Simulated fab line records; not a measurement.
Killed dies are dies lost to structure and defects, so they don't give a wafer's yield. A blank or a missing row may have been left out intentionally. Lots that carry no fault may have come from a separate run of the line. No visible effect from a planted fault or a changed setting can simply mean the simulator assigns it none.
2 desks, one fault    flow n5Finfet    only its own numbers are on each desk; what lay behind them is given at the end

== AT THE METROLOGY DESK ==
What the gauges read, lot by lot, whatever tool the lot ran on: means of the sampled wafers that have a number. A lot is out of limits, marked OUT, if its mean lies more than 4 standard deviations from the usual mean; the brackets give that distance. Readings shown: 7 out of 29 (the first out of limits, and those lying furthest out on some lot).
Columns: A = cdNm at N5_BEOL_M14_CD_MEAS_28, usual 284.8 nm; B = COMB_M15 at N5_BEOL_M15_RC_MEAS_101, usual 2.4e-12 S/m; C = SERP_M13 at N5_BEOL_M15_RC_MEAS_101, usual 0.308 ohm/um; D = SERP_M14 at N5_BEOL_M15_RC_MEAS_101, usual 0.1589 ohm/um; E = SERP_M14_max_site at N5_BEOL_M15_RC_MEAS_101, usual 0.1607 ohm/um; F = SERP_M6 at N5_BEOL_M15_RC_MEAS_101, usual 13.8 ohm/um; G = SERP_M8 at N5_BEOL_M15_RC_MEAS_101, usual 13.7 ohm/um
lot   first seen here  A                B        C      D                  E                  F     G
L212  day 12 23:23     261.0 (-18) OUT  2.7e-12  0.315  0.1789 (+7.2) OUT  0.1814 (+7.1) OUT  14.1  12.9
L211  day 13 02:41     264.8 (-15) OUT  2.8e-12  0.312  0.1773 (+6.6) OUT  0.1786 (+6.2) OUT  13.1  13.7
L220  day 15 18:55     286.7            2.6e-12  0.309  0.1594             0.1615             14.0  14.3
L223  day 16 01:08     283.6            1.9e-12  0.307  0.1585             0.1594             13.7  14.1
L224  day 16 04:10     286.1            1.9e-12  0.317  0.1587             0.1603             13.7  13.6
L225  day 16 19:04     282.7            2.4e-12  0.306  0.1605             0.1627             13.8  14.0
L226  day 17 10:27     283.1            3.7e-12  0.303  0.1635             0.1655             13.0  13.7
This desk finds L211, L212 out of limits, L212 being first, at day 13 00:22 (cdNm at N5_BEOL_M14_CD_MEAS_28). Within limits: L220, L223, L224, L225, L226.

== DESK OF THE TOOL OWNER: lithoTrack-01 ==
The tool's own readings at N5_BEOL_M14_PEB_26 (peb time 90 s): means of the sampled wafers that have a number, for each lot that ran on this tool. A lot is out of limits, marked OUT, if its mean lies more than 4 standard deviations from the usual mean; the brackets give that distance.
Columns: A = heaterPowerTotalW at N5_BEOL_M14_PEB_26, usual 172.5 W; B = plateTempC at N5_BEOL_M14_PEB_26, usual 130.01 C
lot   first seen here  A                 B
L212  day 13 00:15     164.5 (-10) OUT   126.19 (-25) OUT
L211  day 13 03:25     165.7 (-8.9) OUT  126.02 (-27) OUT
L224  day 16 06:07     172.1             130.18
L225  day 16 20:03     172.7             130.11
L226  day 17 11:19     172.4             130.16
This desk finds L211, L212 out of limits, L212 being first, at day 13 00:15 (heaterPowerTotalW at N5_BEOL_M14_PEB_26). Within limits: L224, L225, L226.

== ALL TOGETHER ==
On L211, L212, at day 13 00:15, an alarm was possible from the tool owner's desk.
An alarm was possible from the metrology desk at day 13 00:22, on L211, L212.
All the named lots went through N5_BEOL_M14_PEB_26 on lithoTrack-01.

== WHAT THE SIMULATOR PUT IN ==
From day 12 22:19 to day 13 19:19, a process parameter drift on lithoTrack-01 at N5_BEOL_M14_PEB_26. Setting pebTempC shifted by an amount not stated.
Struck lots among those shown: L211, L212.
Counting hours from when the fault started, the first reading out of limits came at 2 for the tool owner's desk and at 2 for the metrology desk.
